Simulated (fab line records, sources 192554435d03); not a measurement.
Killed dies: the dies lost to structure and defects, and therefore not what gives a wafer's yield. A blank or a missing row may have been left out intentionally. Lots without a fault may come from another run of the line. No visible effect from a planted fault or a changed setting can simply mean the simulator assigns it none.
A lot that was struck, set against a sound lot | flow n5Finfet | 14 steps out of a route of 1938
Sound: the wafers L560.1, L560.5, L560.6. Struck: wafers L568.3, L568.4. Last of all comes the cause.
Per side, at each step with rows, come the tool, then ch with its chambers, and then its first start. Under that, the readings that differ: sound wafers | struck wafers | difference of the means | sigmas: that difference in standard deviations of wafers without a fault.
alike: readings with means less than 2 such deviations apart, plus words and numbers identical on both sides. not compared: withheld readings, readings lacking a value on some wafer, bounds such as >300 that could conceal the same value, and numbers that have no deviation in the record and whose values overlap.
The two part at a step that has a row with sigmas, a row that says differs or no value, or rows on one side only. Numbers that have no deviation but don't overlap get no sigmas and don't part them. A reading missing from all wafers of one side parts the sides only when that side holds two or more wafers.

first, 3 steps without rows for these wafers: N5_BEOL_M6_EXPOSE_08 (exposes mask M6); N5_BEOL_M6_PEB_09 (peb time 60 s); N5_BEOL_M6_DEVELOP_10 (develop time 30 s).
N5_BEOL_M6_CD_MEAS_11: the cd target is 38.5 nm.
  sound on cdSem-02 ch 0, day 8 06:37; struck on cdSem-01 ch 0, day 10 16:16
  alike: cdNm
N5_BEOL_M6_OVL_MEAS_12:
  sound on overlay-01 ch 0, day 8 06:39; struck on overlay-01 ch 0, day 10 16:17
  alike: M6_OVL
N5_BEOL_M6_INSPECT_13: inspects for defects (brightfield).
  sound on defectInspect-01 at day 8 06:41; struck on defectInspect-01 at day 10 16:19
  alike: rawDefectCount
N5_BEOL_M6_DESCUM_16: chemistry O2, time 7.9 s.
  sound on rieDiel-04 ch 0,1,3, day 8 06:43; struck on rieDiel-04 ch 0,3, day 10 16:21
  alike: drypumpMotorCurrentA, oesProductAu, rfVppV, showerheadPlenumPTorr, throttleValvePct
  not compared: rfHoursCounterH
N5_BEOL_M6_ETCH_61: etches SiARC in CF4, target depth 45.5 nm, time 75.8 s.
  sound on rieDiel-04 ch 0,1,3, day 8 06:45; struck on rieDiel-04 ch 0,3, day 10 16:23
  alike: drypumpMotorCurrentA, etchRfOnTimeS, oesProductAu, rfVppV, showerheadPlenumPTorr, throttleValvePct
  not compared: rfHoursCounterH
N5_BEOL_M6_ETCH_62: etches SOC in N2/H2, target depth 110 nm, overetch 22 nm, time 165 s.
  sound on rieDiel-04 ch 0,1,3, day 8 06:48; struck on rieDiel-04 ch 0,3, day 10 16:26
  alike: drypumpMotorCurrentA, oesProductAu, rfVppV, showerheadPlenumPTorr, throttleValvePct
  not compared: rfHoursCounterH
then, 1 step without rows for these wafers: N5_BEOL_M6_STRIP_68 (strips in N2/H2).
N5_BEOL_M6_STRIP_67: strips in CF4.
  sound on rieDiel-04 ch 0,1,3, day 8 06:57; struck on rieDiel-04 ch 0,3, day 10 16:35
  alike: drypumpMotorCurrentA, oesProductAu, rfVppV, showerheadPlenumPTorr, throttleValvePct
  not compared: rfHoursCounterH
N5_BEOL_M6_HM_OPEN_17: chemistry Cl2/BCl3, target TiN, target depth 20 nm, overetch 6 nm.
  sound on rieMetal-01 ch 0,1, day 8 06:59; struck on rieMetal-03 ch 0,1, day 10 16:40
  alike: drypumpMotorCurrentA, oesProductAu, throttleValvePct
  not compared: rfHoursCounterH
N5_BEOL_M6_STRIP_19: strips in O2.
  sound on rieDiel-01 ch 1,2, day 8 07:13; struck on rieDiel-04 ch 2,3, day 10 16:44
reading                  | sound             | struck      | difference | sigmas
drypumpMotorCurrentA (A) | 5.0 5.1 4.8       | 6.1 5.9     | +1.0       | +2
tempC (C)                | 39.90 39.82 39.79 | 40.55 40.69 | +0.78      | +7
  alike: oesProductAu, rfVppV, showerheadPlenumPTorr, throttleValvePct
  not compared: rfHoursCounterH
N5_BEOL_M6_CD_MEAS_18: pitch 80 nm, target cd 40 nm.
  sound on cdSem-02 at day 8 07:17; struck on cdSem-01 at day 10 16:49
  alike: cdNm

## WHERE THEY PART
At N5_BEOL_M6_STRIP_19 and nowhere else, as far as this record goes. Later steps at which nothing parts them and some readings are alike: N5_BEOL_M6_CD_MEAS_18.

WHY: the cause the simulator had injected
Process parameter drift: rieDiel-04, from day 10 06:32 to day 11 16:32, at N5_BEOL_M6_STRIP_19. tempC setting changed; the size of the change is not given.
